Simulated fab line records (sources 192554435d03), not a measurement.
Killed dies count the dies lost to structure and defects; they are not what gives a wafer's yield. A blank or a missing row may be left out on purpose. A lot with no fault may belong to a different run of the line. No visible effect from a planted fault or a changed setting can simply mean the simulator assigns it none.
Which tool was responsible? -- flow n5Finfet -- 11 lots, 33 wafers sampled, at 5 steps of a route of 1938

== WHAT EACH GAUGE READ, for each wafer ==
N5_BEOL_M14_THK_MEAS_01. Usual: M14_ILD_THK typically reads 1121 nm, with standard deviation 14.
lot,measured,on,M14_ILD_THK (nm),flag
L375,day 10 19:41,filmMetro-02,1104 1111 1132,
L377,day 11 06:55,filmMetro-01,1108 1132 1128,
L380,day 12 05:35,filmMetro-02,1125 1132 1112,
L381,day 12 12:04,filmMetro-01,1111 1117 1133,
L382,day 13 13:44,filmMetro-01,1106 1114 1126,
L383,day 13 20:50,filmMetro-02,1125 1115 1135,
L385,day 14 15:54,filmMetro-01,1105 1122 1117,
L388,day 15 04:20,filmMetro-01,1107 1130 1131,
L392,day 16 01:31,filmMetro-02,1108 1348 1117,OFF
L394,day 16 12:16,filmMetro-01,1098 1115 1383,OFF
L396,day 16 16:25,filmMetro-01,1098 1101 1119,

== TOOL THAT RAN EACH LOT (tool first, then ch and the chambers of the sampled wafers, then the start) ==
lot,N5_BEOL_M13_SPUTTER_43,N5_BEOL_M13_CMP_49,N5_BEOL_M13_DEP_53,N5_BEOL_M14_ILD_DEP_00
L375,"pvdSputter-02, day 10 18:16","cmp-04 ch 0,1, day 10 19:03","pecvd-02 ch 0,1, day 10 19:22","pecvd-04 ch 0,2, day 10 19:29"
L377,"pvdSputter-02, day 11 05:29","cmp-01 ch 1,2,3, day 11 06:13","pecvd-02 ch 0,2, day 11 06:35","pecvd-04 ch 1,2, day 11 06:44"
L380,"pvdSputter-02, day 12 03:51","cmp-03 ch 0,1, day 12 04:52","pecvd-01 ch 0,1, day 12 05:11","pecvd-02 ch 0,2, day 12 05:24"
L381,"pvdSputter-03, day 12 10:11","cmp-01 ch 0,1,3, day 12 11:21","pecvd-02 ch 0,2, day 12 11:43","pecvd-04 ch 0,1,2, day 12 11:52"
L382,"pvdSputter-03, day 13 12:15","cmp-01 ch 0,1, day 13 13:04","pecvd-03 ch 0,1,2, day 13 13:25","pecvd-02 ch 1,2, day 13 13:33"
L383,"pvdSputter-02, day 13 19:10","cmp-04 ch 1,2,3, day 13 20:11","pecvd-02 ch 1,2, day 13 20:31","pecvd-03 ch 1,2, day 13 20:38"
L385,"pvdSputter-03, day 14 14:25","cmp-03 ch 0,1,3, day 14 15:13","pecvd-01 ch 0,1,2, day 14 15:35","pecvd-04 ch 0,1,2, day 14 15:43"
L388,"pvdSputter-03, day 15 02:55","cmp-03 ch 0,3, day 15 03:40","pecvd-03 ch 0,1,2, day 15 04:01","pecvd-04 ch 0,1, day 15 04:09"
L392,"pvdSputter-01, day 16 00:07","cmp-04 ch 0,2,3, day 16 00:50","pecvd-01 ch 0,2, day 16 01:12","pecvd-04 ch 1,2, day 16 01:20"
L394,"pvdSputter-01, day 16 09:59","cmp-04 ch 0,2,3, day 16 11:38","pecvd-03 ch 1,2, day 16 11:56","pecvd-04 ch 1,2, day 16 12:04"
L396,"pvdSputter-01, day 16 14:59","cmp-01 ch 1,2,3, day 16 15:44","pecvd-01 ch 0,1,2, day 16 16:05","pecvd-03 ch 0,2, day 16 16:13"
- N5_BEOL_M13_SPUTTER_43: material TaN, target thk 15 nm, time 24.19 s.
- N5_BEOL_M13_CMP_49: polishes, stops on SiOC, t overpolish 17.1 s, target thk 420 nm.
- N5_BEOL_M13_DEP_53: deposits SiCN from 3MS/NH3, target thk 50 nm, time 17.8 s.
- N5_BEOL_M14_ILD_DEP_00: deposits SiO2 from TEOS/O2, target thk 1119.3 nm, time 237.4 s.

== AS READ BY THE TOOLS THEMSELVES (means over the sampled wafers that have a number; for cases with no such wafer, the mark the record gives instead) ==
N5_BEOL_M13_SPUTTER_43. Usual: 29.6 % for throttleValvePct, sd 0.96.
lot,tool,throttleValvePct (%),flag
L375,pvdSputter-02,29.3,
L377,pvdSputter-02,29.2,
L380,pvdSputter-02,29.2,
L381,pvdSputter-03,30.2,
L382,pvdSputter-03,29.4,
L383,pvdSputter-02,29.5,
L385,pvdSputter-03,29.5,
L388,pvdSputter-03,30.3,
L392,pvdSputter-01,29.5,
L394,pvdSputter-01,29.2,
L396,pvdSputter-01,29.8,

N5_BEOL_M13_CMP_49. Usual: barrierFieldEndpointS 29.9 s, standard deviation 0.58; motorCurrentA 6.0 A, standard deviation 0.64; overpolishRunS 17.101 s, standard deviation 0.0096.
lot,tool,barrierFieldEndpointS (s),motorCurrentA (A),overpolishRunS (s),flag
L375,cmp-04,30.4,5.2,17.112,
L377,cmp-01,30.4,6.0,17.105,
L380,cmp-03,29.9,6.1,17.113,
L381,cmp-01,29.9,6.3,17.105,
L382,cmp-01,28.8,6.4,17.092,
L383,cmp-04,30.0,5.1,17.103,
L385,cmp-03,29.4,6.5,17.097,
L388,cmp-03,28.9,6.4,17.099,
L392,cmp-04,29.8,5.2,17.099,
L394,cmp-04,30.3,5.2,17.098,
L396,cmp-01,29.2,6.1,17.097,

N5_BEOL_M13_DEP_53. Usual: showerheadPlenumPTorr 4.14 Torr, standard deviation 0.035; throttleValvePct 18.3 %, standard deviation 1.2.
lot,tool,showerheadPlenumPTorr (Torr),throttleValvePct (%),flag
L375,pecvd-02,4.15,17.6,
L377,pecvd-02,4.17,18.0,
L380,pecvd-01,4.13,20.3,
L381,pecvd-02,4.16,17.9,
L382,pecvd-03,4.14,17.7,
L383,pecvd-02,4.15,17.2,
L385,pecvd-01,4.12,19.4,
L388,pecvd-03,4.15,17.6,
L392,pecvd-01,4.11,19.6,
L394,pecvd-03,4.18,17.9,
L396,pecvd-01,4.13,19.5,

N5_BEOL_M14_ILD_DEP_00. Usual: heaterPowerW 495 W, standard deviation 83; showerheadPlenumPTorr 8.34 Torr, standard deviation 0.056; throttleValvePct 18.4 %, standard deviation 1.1.
lot,tool,heaterPowerW (W),showerheadPlenumPTorr (Torr),throttleValvePct (%),flag
L375,pecvd-04,419,8.37,19.4,
L377,pecvd-04,491,8.31,17.6,
L380,pecvd-02,436,8.35,18.4,
L381,pecvd-04,500,8.35,18.5,
L382,pecvd-02,442,8.33,18.4,
L383,pecvd-03,520,8.38,17.7,
L385,pecvd-04,462,8.33,18.6,
L388,pecvd-04,492,8.30,18.6,
L392,pecvd-04,472,8.31,17.9,
L394,pecvd-04,490,8.36,17.7,
L396,pecvd-03,536,8.29,18.2,

== THE ANSWER, worked out from the rows above alone ==
Rule: take the mean of a lot's wafers that have a number; if it is more than 3 standard deviations from the usual mean, the lot is off. Also off: a lot with no number at a reading for which 4 or more lots have one. The other lots that the step has rows for count as sound. After the gauges, taken in route order, come the tools' own readings; for these a lot's mean is taken, as printed above. The first step at which some lot is off is used, and at that step the reading that is off furthest; a lot without a number counts as furthest.
Off: L392, L394, at N5_BEOL_M14_THK_MEAS_01 (M14_ILD_THK).
If a tool, at a process step before that reading, ran all the lots that are off and no sound lot after the first of them, it fits. Gauges at N5_BEOL_M14_THK_MEAS_01: tried the same way as those tools. Undecided on this evidence; 2 tools fit (cmp-04 at N5_BEOL_M13_CMP_49, pecvd-04 at N5_BEOL_M14_ILD_DEP_00).

== WHAT HAD BEEN PUT IN BY THE SIMULATOR ==
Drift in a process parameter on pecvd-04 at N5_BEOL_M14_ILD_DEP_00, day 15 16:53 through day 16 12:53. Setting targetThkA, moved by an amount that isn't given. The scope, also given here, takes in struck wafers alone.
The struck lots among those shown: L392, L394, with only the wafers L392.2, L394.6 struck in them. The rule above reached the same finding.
